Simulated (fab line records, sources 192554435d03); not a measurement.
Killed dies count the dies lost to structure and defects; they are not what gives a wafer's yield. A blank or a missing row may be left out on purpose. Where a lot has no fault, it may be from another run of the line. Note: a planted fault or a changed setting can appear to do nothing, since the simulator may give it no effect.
Which of the tools did it? / flow n5 finfet / 26 wafers from 9 lots sampled at 2 of the route's 1938 steps

== WHAT THE GAUGES SHOWED, per wafer ==
N5_DUMMY_GATE_THK_MEAS_05.
lot=L340; measured=day 2 18:32; on=film metro-01; thk nm (nm)=70.2 71.5 71.8
lot=L342; measured=day 3 08:02; on=film metro-02; thk nm (nm)=75.1 72.0 74.1
lot=L349; measured=day 4 23:19; on=film metro-01; thk nm (nm)=71.2 98.3
lot=L354; measured=day 6 08:37; on=film metro-02; thk nm (nm)=71.8 70.6 71.6
lot=L357; measured=day 6 22:53; on=film metro-01; thk nm (nm)=70.4 72.4 71.7
lot=L358; measured=day 7 07:03; on=film metro-02; thk nm (nm)=70.7 72.0 70.7
lot=L360; measured=day 7 18:33; on=film metro-01; thk nm (nm)=71.4 71.6 70.2
lot=L361; measured=day 8 01:40; on=film metro-02; thk nm (nm)=73.8 72.0 72.9
lot=L363; measured=day 8 13:47; on=film metro-01; thk nm (nm)=71.5 73.1 72.4

== WHAT TOOL EACH LOT RAN ON (gives the tool, then ch and the chambers of the sampled wafers, and finally the start) ==
lot=L340; N5_DUMMY_GATE_CMP_04=cmp-04 ch 0,2,3, day 2 18:20
lot=L342; N5_DUMMY_GATE_CMP_04=cmp-01 ch 0,1,2, day 3 07:53
lot=L349; N5_DUMMY_GATE_CMP_04=cmp-04 ch 1,2, day 4 23:04
lot=L354; N5_DUMMY_GATE_CMP_04=cmp-01 ch 2,3, day 6 08:25
lot=L357; N5_DUMMY_GATE_CMP_04=cmp-02 ch 0,2,3, day 6 22:43
lot=L358; N5_DUMMY_GATE_CMP_04=cmp-04 ch 1,2,3, day 7 06:48
lot=L360; N5_DUMMY_GATE_CMP_04=cmp-04 ch 0,1,3, day 7 18:19
lot=L361; N5_DUMMY_GATE_CMP_04=cmp-01 ch 0,1,3, day 8 01:25
lot=L363; N5_DUMMY_GATE_CMP_04=cmp-04 ch 0,2,3, day 8 13:36
- N5_DUMMY_GATE_CMP_04: polishes a-Si.

== THE ANSWER, worked out from the rows above alone ==
Rule: the lots themselves supply what counts as usual. The widest of any qualifying gaps counts: lots, ordered by their means at a reading, are off when they make up no more than a third of the lots, leave a main group of 4 or more, and stand apart from it by 3 or more times the standard deviation of that group's means. The tables above print the reading to a certain number of digits; a main group whose means all agree to those digits is not used. Also off: a lot with no number at a reading for which 4 or more lots have one. All remaining lots with rows at the step are treated as sound.
Off: L349, at N5_DUMMY_GATE_THK_MEAS_05 (thk nm). For the main group the mean is 71.9 nm and the standard deviation 0.93.
A tool fits if, at a process step before that reading, it ran every lot that is off, and no sound lot after the first of them. Gauges at N5_DUMMY_GATE_THK_MEAS_05: tried the same way as those tools. Not one of the candidates tried fits.

== WHAT WAS PUT IN BY THE SIMULATOR ==
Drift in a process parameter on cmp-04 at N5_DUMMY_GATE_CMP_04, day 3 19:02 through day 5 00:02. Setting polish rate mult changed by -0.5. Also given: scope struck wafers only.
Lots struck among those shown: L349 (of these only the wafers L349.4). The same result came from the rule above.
